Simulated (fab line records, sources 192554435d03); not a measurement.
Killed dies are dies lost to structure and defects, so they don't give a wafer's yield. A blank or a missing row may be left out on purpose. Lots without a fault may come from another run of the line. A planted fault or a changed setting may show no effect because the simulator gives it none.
Chamber matching | flow n5_finfet | N5_BEOL_M0_CUTY_ETCH_63 on rie_diel-06: 4 sister chambers
The step etches SOC in N2/H2, target depth 82.7 nm, overetch 16.5 nm, time 124 s. 22 wafers are shown with their chamber, then 11 later ones without.

WAFERS WITH THEIR CHAMBER
wafer  | chamber | drypump_motor_current_A (A) | showerhead_plenum_p_Torr (Torr) | throttle_valve_pct (%)
L075.2 | 3       | 5.9                         | 2.54                            | 17.74
L075.3 | 2       | 5.1                         | 2.65                            | 17.77
L075.4 | 0       | 6.0                         | 2.53                            | 18.06
L078.1 | 0       | 6.0                         | 2.53                            | 18.04
L078.3 | 1       | 5.7                         | 2.58                            | 17.81
L078.5 | 2       | 5.1                         | 2.65                            | 17.76
L079.3 | 0       | 5.9                         | 2.52                            | 18.04
L079.5 | 3       | 5.9                         | 2.54                            | 17.77
L079.6 | 2       | 5.0                         | 2.65                            | 17.77
L082.1 | 0       | 6.0                         | 2.52                            | 18.07
L082.3 | 1       | 5.7                         | 2.57                            | 17.82
L082.4 | 3       | 5.9                         | 2.54                            | 17.77
L085.2 | 3       | 5.9                         | 2.53                            | 17.80
L085.3 | 0       | 5.9                         | 2.52                            | 18.09
L085.6 | 3       | 5.9                         | 2.53                            | 17.79
L087.2 | 1       | 5.7                         | 2.57                            | 17.85
L087.3 | 3       | 5.9                         | 2.53                            | 17.80
L087.5 | 1       | 5.7                         | 2.57                            | 17.83
L089.1 | 1       | 5.7                         | 2.57                            | 17.87
L089.2 | 0       | 6.0                         | 2.51                            | 18.10
L089.3 | 3       | 5.9                         | 2.53                            | 17.80
L089.4 | 2       | 5.1                         | 2.64                            | 17.83

SIGNATURES (means of the wafers above)
reading                  | chamber 0 | chamber 1 | chamber 2 | chamber 3 | scatter within a chamber
drypump_motor_current_A  | 5.967     | 5.700     | 5.075     | 5.900     | 0.034
showerhead_plenum_p_Torr | 2.5217    | 2.5720    | 2.6475    | 2.5343    | 0.00582
throttle_valve_pct       | 18.0667   | 17.8360   | 17.7825   | 17.7814   | 0.0254
Rule: a wafer's distance from a chamber is the root of the sum, over the readings, of the square of ((its reading less the chamber's mean) divided by the reading's scatter). The wafer belongs to the nearest chamber; if the next one is less than 2 further off, it can't be placed. The scatter: the root of (the sum of the squares of (reading less its chamber's mean) over the shown wafers, divided by (wafers less chambers)).

WAFERS WITHOUT THEIR CHAMBER
wafer  | drypump_motor_current_A (A) | showerhead_plenum_p_Torr (Torr) | throttle_valve_pct (%)
L089.5 | 6.0                         | 2.51                            | 18.12
L089.6 | 5.9                         | 2.53                            | 17.82
L091.1 | 5.9                         | 2.53                            | 17.79
L091.4 | 6.0                         | 2.51                            | 18.10
L091.6 | 5.7                         | 2.56                            | 17.87
L096.1 | 5.7                         | 2.56                            | 17.89
L096.2 | 5.8                         | 2.52                            | 17.82
L096.3 | 5.0                         | 2.63                            | 17.85
L096.4 | 6.0                         | 2.51                            | 18.12
L096.5 | 5.1                         | 2.63                            | 17.85
L096.6 | 5.8                         | 2.53                            | 17.81

WHICH CHAMBER EACH WENT THROUGH
wafer  | from the rows above | in truth
L089.5 | 0                   | 0
L089.6 | 3                   | 3
L091.1 | 3                   | 3
L091.4 | 0                   | 0
L091.6 | 1                   | 1
L096.1 | 1                   | 1
L096.2 | 3                   | 3
L096.3 | 2                   | 2
L096.4 | 0                   | 0
L096.5 | 2                   | 2
L096.6 | 3                   | 3
Placed correctly: 11 of 11. Can't be placed from these rows: 0. Placed wrongly: 0.
